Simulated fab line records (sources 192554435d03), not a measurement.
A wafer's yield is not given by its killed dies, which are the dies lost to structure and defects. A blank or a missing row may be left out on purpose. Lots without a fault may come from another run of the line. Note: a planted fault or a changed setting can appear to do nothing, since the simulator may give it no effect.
Which tool did it? ; flow n5Finfet ; Sampling: 11 lots, 33 wafers, 2 of 1938 route steps

## WHAT EACH GAUGE READ, for each wafer
N5_BEOL_M7_CD_MEAS_28: the cd target is 40 nm.
lot;measured;on;cdNm (nm)
L076;day 9 12:53;cdSem-02;39.83 39.96 40.01
L077;day 9 22:28;cdSem-02;39.98 39.57 39.67
L079;day 10 13:11;cdSem-03;39.96 40.18 40.25
L081;day 11 05:04;cdSem-03;39.97 39.67 40.13
L082;day 11 15:04;cdSem-01;39.70 40.26 40.41
L085;day 12 13:35;cdSem-03;39.72 39.98 40.28
L086;day 12 17:02;cdSem-02;39.91 39.80 39.21
L091;day 12 19:26;cdSem-02;39.86 39.58 39.81
L089;day 13 03:44;cdSem-02;40.00 39.67 39.98
L093;day 14 03:05;cdSem-03;40.14 40.06 39.60
L095;day 14 06:38;cdSem-01;39.63 40.50 39.80

## WHAT TOOL EACH LOT RAN ON (gives the tool, then ch and the chambers of the sampled wafers, and finally the start)
lot;N5_BEOL_M7_STRIP_67
L076;rieDiel-04 ch 0,1, day 9 09:53
L077;rieDiel-01 ch 1,2,3, day 9 21:45
L079;rieDiel-01 ch 1,3, day 10 12:22
L081;rieDiel-04 ch 1,2, day 11 02:51
L082;rieDiel-01 ch 1,2,3, day 11 14:26
L085;rieDiel-05 ch 0,1,2, day 12 11:43
L086;rieDiel-05 ch 1,2, day 12 15:53
L091;rieDiel-01 ch 0,1, day 12 18:45
L089;rieDiel-01 ch 0,1,3, day 13 00:10
L093;rieDiel-01 ch 0,1,3, day 14 01:04
L095;rieDiel-05 ch 0,1, day 14 04:45
- N5_BEOL_M7_STRIP_67: strips in CF4.

## THE ANSWER, worked out from the rows above alone
Rule: what is usual is taken from the lots themselves. The widest of any qualifying gaps counts: lots, ordered by their means at a reading, are off when they make up no more than a third of the lots, leave a main group of 4 or more, and stand apart from it by 3 or more times the standard deviation of that group's means. A main group is skipped when, at the precision printed for the reading in the tables above, its means are all equal. A lot without any number at a reading at which 4 lots or more have one is off too. The other lots that the step has rows for count as sound.
Nothing can be told from this: no lot is off at any reading shown.

## WHAT HAD BEEN PUT IN BY THE SIMULATOR
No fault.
